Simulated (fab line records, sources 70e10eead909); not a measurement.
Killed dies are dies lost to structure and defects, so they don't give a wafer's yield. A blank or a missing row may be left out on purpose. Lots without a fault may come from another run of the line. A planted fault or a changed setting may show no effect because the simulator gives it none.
Chamber matching | flow nand_harc | NHARC_A_STAIRCASE_DEP_151 on pecvd-01: 3 sister chambers
The step deposits SiO2, target thk 7200 nm. 14 wafers are shown with their chamber, then 7 later ones without.

WAFERS WITH THEIR CHAMBER
wafer  | chamber | heater_power_w (W) | susceptor_temp_C (C) | rf_fwd_power_W (W)
L080.1 | 1       | 529                | 399.74               | 497.8
L080.4 | 2       | 626                | 399.97               | 502.5
L080.6 | 0       | 580                | 400.03               | 501.6
L081.2 | 1       | 623                | 399.70               | 500.0
L081.4 | 2       | 649                | 399.92               | 498.3
L081.6 | 1       | 532                | 399.58               | 502.0
L086.2 | 2       | 745                | 399.84               | 501.5
L086.3 | 0       | 595                | 399.76               | 499.8
L086.6 | 2       | 632                | 400.08               | 499.7
L088.1 | 0       | 586                | 400.18               | 497.7
L088.4 | 2       | 631                | 399.84               | 499.2
L088.5 | 0       | 584                | 399.81               | 498.3
L093.3 | 2       | 747                | 400.17               | 498.1
L093.4 | 0       | 583                | 400.22               | 499.9

SIGNATURES (means of the wafers above)
reading          | chamber 0 | chamber 1 | chamber 2 | scatter within a chamber
heater_power_w   | 585.60    | 561.33    | 671.67    | 45.4
susceptor_temp_C | 400.0000  | 399.6733  | 399.9700  | 0.159
rf_fwd_power_W   | 499.460   | 499.933   | 499.883   | 1.75
Rule: a wafer's distance from a chamber is the root of the sum, over the readings, of the square of ((its reading less the chamber's mean) divided by the reading's scatter). The wafer belongs to the nearest chamber; if the next one is less than 2 further off, it can't be placed. The scatter: the root of (the sum of the squares of (reading less its chamber's mean) over the shown wafers, divided by (wafers less chambers)).

WAFERS WITHOUT THEIR CHAMBER
wafer  | heater_power_w (W) | susceptor_temp_C (C) | rf_fwd_power_W (W)
L093.6 | 568                | 399.85               | 498.5
L092.4 | 590                | 400.05               | 500.2
L092.5 | 630                | 400.04               | 499.9
L092.6 | 568                | 400.11               | 499.9
L095.2 | 608                | 399.58               | 500.8
L095.3 | 786                | 399.83               | 499.8
L095.6 | 569                | 400.27               | 500.0

WHICH CHAMBER EACH WENT THROUGH
wafer  | from the rows above          | in truth
L093.6 | can't be placed: 0 or 1 or 2 | 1
L092.4 | can't be placed: 0 or 2 or 1 | 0
L092.5 | can't be placed: 2 or 0 or 1 | 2
L092.6 | can't be placed: 0 or 2 or 1 | 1
L095.2 | can't be placed: 1 or 0 or 2 | 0
L095.3 | can't be placed: 2 or 0      | 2
L095.6 | can't be placed: 0 or 2 or 1 | 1
Placed correctly: 0 of 7. Can't be placed from these rows: 7 (the true chamber is among the candidates in 7). Placed wrongly: 0.
